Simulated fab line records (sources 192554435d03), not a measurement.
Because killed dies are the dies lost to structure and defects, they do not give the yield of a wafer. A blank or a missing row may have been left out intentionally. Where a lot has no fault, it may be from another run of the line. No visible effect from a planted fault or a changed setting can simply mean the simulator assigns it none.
What tool caused it? || flow n5 finfet || 11 lots with 33 wafers sampled at 2 steps, on a route of 1938 steps

== WHAT THE GAUGES READ, wafer by wafer ==
N5_BEOL_M15_THK_MEAS_50: measures by xrf.
{"lot": "L386", "measured": "day 11 21:05", "on": "film metro-01", "M15_THK (nm)": "866 871 867"}
{"lot": "L392", "measured": "day 13 00:53", "on": "film metro-01", "M15_THK (nm)": "828 811 850"}
{"lot": "L393", "measured": "day 13 06:20", "on": "film metro-01", "M15_THK (nm)": "875 832 877"}
{"lot": "L399", "measured": "day 14 19:49", "on": "film metro-01", "M15_THK (nm)": "850 857 848"}
{"lot": "L402", "measured": "day 15 02:42", "on": "film metro-01", "M15_THK (nm)": "830 844 841"}
{"lot": "L403", "measured": "day 15 10:52", "on": "film metro-02", "M15_THK (nm)": "803 810 793"}
{"lot": "L404", "measured": "day 16 01:14", "on": "film metro-01", "M15_THK (nm)": "812 844 821"}
{"lot": "L405", "measured": "day 16 16:00", "on": "film metro-01", "M15_THK (nm)": "845 835 855"}
{"lot": "L406", "measured": "day 16 16:49", "on": "film metro-02", "M15_THK (nm)": "844 838 833"}
{"lot": "L407", "measured": "day 16 09:55", "on": "film metro-02", "M15_THK (nm)": "825 824 813"}
{"lot": "L408", "measured": "day 17 04:13", "on": "film metro-01", "M15_THK (nm)": "821 808 819"}

== TOOL THAT RAN EACH LOT (tool first, then ch and the chambers of the sampled wafers, then the start) ==
{"lot": "L386", "N5_BEOL_M1_ALD_84": "ald metal-01 ch 1,2,3, day 6 04:11"}
{"lot": "L392", "N5_BEOL_M1_ALD_84": "ald metal-03 ch 0,2,3, day 7 17:14"}
{"lot": "L393", "N5_BEOL_M1_ALD_84": "ald metal-03 ch 0,3, day 7 20:35"}
{"lot": "L399", "N5_BEOL_M1_ALD_84": "ald metal-04 ch 0,1, day 9 20:43"}
{"lot": "L402", "N5_BEOL_M1_ALD_84": "ald metal-04 ch 2,3, day 10 10:22"}
{"lot": "L403", "N5_BEOL_M1_ALD_84": "ald metal-04 ch 1,2,3, day 10 15:00"}
{"lot": "L404", "N5_BEOL_M1_ALD_84": "ald metal-01 ch 0,1,2, day 10 21:05"}
{"lot": "L405", "N5_BEOL_M1_ALD_84": "ald metal-03 ch 1,2, day 11 03:14"}
{"lot": "L406", "N5_BEOL_M1_ALD_84": "ald metal-03 ch 0,1,3, day 11 08:14"}
{"lot": "L407", "N5_BEOL_M1_ALD_84": "ald metal-01 ch 0,2,3, day 11 14:44"}
{"lot": "L408", "N5_BEOL_M1_ALD_84": "ald metal-04 ch 2,3, day 11 20:24"}
- N5_BEOL_M1_ALD_84: deposits TaN, pulse time 2 s, purge time 3 s, co reactant purge time 2 s.

== THE ANSWER, worked out from the rows above alone ==
Rule: what is usual is taken from the lots themselves. Put in order of their means at a reading, lots are off if they are a third of the lots or fewer, leave a main group of 4 or more, and stand apart from it by a gap of 3 or more times the standard deviation of the main group's means; of several such gaps the widest counts. A main group is skipped when, at the precision printed for the reading in the tables above, its means are all equal. Also off: a lot with no number at a reading for which 4 or more lots have one. Where the step has rows for the other lots, those lots are counted as sound.
No lot is off on any of the readings shown, so nothing can be concluded from this.

== WHAT THE SIMULATOR HAD PUT IN ==
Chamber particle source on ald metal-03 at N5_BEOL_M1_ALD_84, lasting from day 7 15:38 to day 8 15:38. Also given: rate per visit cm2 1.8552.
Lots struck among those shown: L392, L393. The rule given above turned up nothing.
